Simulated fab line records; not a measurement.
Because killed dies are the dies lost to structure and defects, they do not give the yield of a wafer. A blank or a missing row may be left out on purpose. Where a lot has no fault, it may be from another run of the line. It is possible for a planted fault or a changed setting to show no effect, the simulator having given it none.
Comparing a struck lot with a sound one | flow nand_harc | 14 steps out of a route of 1159
Sound: these wafers, L530.1, L530.2, L530.6. The struck wafers were L541.1, L541.4, L541.5. The cause is given at the end.
For every step that has rows: the tool of each side, followed by ch and its chambers, followed by its first start. Under that, the readings that differ: sound wafers | struck wafers | difference of the means | sigmas: that difference in standard deviations of wafers without a fault.
alike: readings with means less than 2 such deviations apart, plus words and numbers identical on both sides. not compared: withheld readings, readings lacking a value on some wafer, bounds such as >300 that could conceal the same value, and numbers that have no deviation in the record and whose values overlap.
The two part at a step that has a row with sigmas, a row that says differs or no value, or rows on one side only. Numbers that don't overlap but have no deviation are shown without sigmas and don't part them. A reading missing from all wafers of one side parts the sides only when that side holds two or more wafers.

NHARC_A_STAIRCASE_DESCUM_11: chemistry O2, time 3 s.
  sound on rie_diel-02 ch 0,3, day 11 06:53; struck on rie_diel-11 ch 0,1, day 14 01:59
  alike: drypump_motor_current_A, mfc_ar_sccm, oes_product_au, rf_vpp_V, showerhead_plenum_p_Torr, throttle_valve_pct
  not compared: rf_hours_counter_h
NHARC_A_STAIRCASE_TRIM_12: chemistry O2, time 211.2 s.
  sound on rie_diel-02 ch 0,1,2, day 11 07:02; struck on rie_diel-11 ch 1,2,3, day 14 02:05
  alike: drypump_motor_current_A, mfc_ar_sccm, oes_product_au, rf_vpp_V, run_length_s, showerhead_plenum_p_Torr, throttle_valve_pct
  not compared: rf_hours_counter_h
then, 2 steps without rows for these wafers: NHARC_A_STAIRCASE_ETCH_13 (etches the open film in C4F8/O2, target depth 100 nm, time 40.5 s); NHARC_A_STAIRCASE_TRIM_14 (chemistry O2, time 211.2 s).
NHARC_A_STAIRCASE_ETCH_15: etches the open film in C4F8/O2, target depth 100 nm, time 40.5 s.
  sound: rie_diel-02 ch 0,1,2; struck: rie_diel-11 ch 0,2
  alike: oes_product_au, rf_vpp_V
  not compared: rf_hours_counter_h
NHARC_A_STAIRCASE_TRIM_16: chemistry O2, time 211.2 s.
  sound: rie_diel-02 ch 0,1,3; struck: rie_diel-11 ch 0,1,2
  alike: drypump_motor_current_A, mfc_ar_sccm, oes_product_au, rf_vpp_V, run_length_s, showerhead_plenum_p_Torr, throttle_valve_pct
  not compared: rf_hours_counter_h
then, 4 steps without rows for these wafers: NHARC_A_STAIRCASE_ETCH_17 (etches the open film in C4F8/O2, target depth 100 nm, time 40.5 s); NHARC_A_STAIRCASE_TRIM_18 (chemistry O2, time 211.2 s); NHARC_A_STAIRCASE_ETCH_19 (etches the open film in C4F8/O2, target depth 100 nm, time 40.5 s); NHARC_A_STAIRCASE_TRIM_20 (chemistry O2, time 211.2 s).
NHARC_A_STAIRCASE_ETCH_21: etches the open film in C4F8/O2, target depth 100 nm, time 40.5 s.
  sound: rie_diel-12 ch 1,2,3; struck: rie_diel-12 ch 0,1,3
  reading               | sound             | struck            | difference | sigmas
  oes_product_au (a.u.) | 0.932 0.936 0.909 | 0.970 0.928 0.964 | +0.028     | +2
  alike: rf_vpp_V
  not compared: rf_hours_counter_h
NHARC_A_STAIRCASE_TRIM_22: chemistry O2, time 211.2 s.
  sound on rie_diel-12 ch 0,2,3, day 11 09:00; struck on rie_diel-12 ch 0,1,2, day 14 05:11
  reading          | sound             | struck            | difference | sigmas
  run_length_s (s) | 232.3 233.2 231.7 | 273.9 273.8 273.1 | +41.2      | +90
  alike: drypump_motor_current_A, mfc_ar_sccm, oes_product_au, rf_vpp_V, showerhead_plenum_p_Torr, throttle_valve_pct
  not compared: rf_hours_counter_h
then, 1 step without rows for these wafers: NHARC_A_STAIRCASE_ETCH_23 (etches the open film in C4F8/O2, target depth 100 nm, time 40.5 s).
-- break in the record here, with 8 days between the starts of the struck wafers on either side (left off in module A_STAIRCASE, picked up again in module END, where the first step shown is number 1159 on the route) --
NHARC_END_SORT_01:
  at this point the record logs the struck wafers (prober-01 ch 0, day 22 15:13) and has no rows for the sound ones

== WHERE THEY PART ==
Last at NHARC_END_SORT_01 as far as this record goes, first at NHARC_A_STAIRCASE_ETCH_21.

WHY: whatever the simulator had introduced
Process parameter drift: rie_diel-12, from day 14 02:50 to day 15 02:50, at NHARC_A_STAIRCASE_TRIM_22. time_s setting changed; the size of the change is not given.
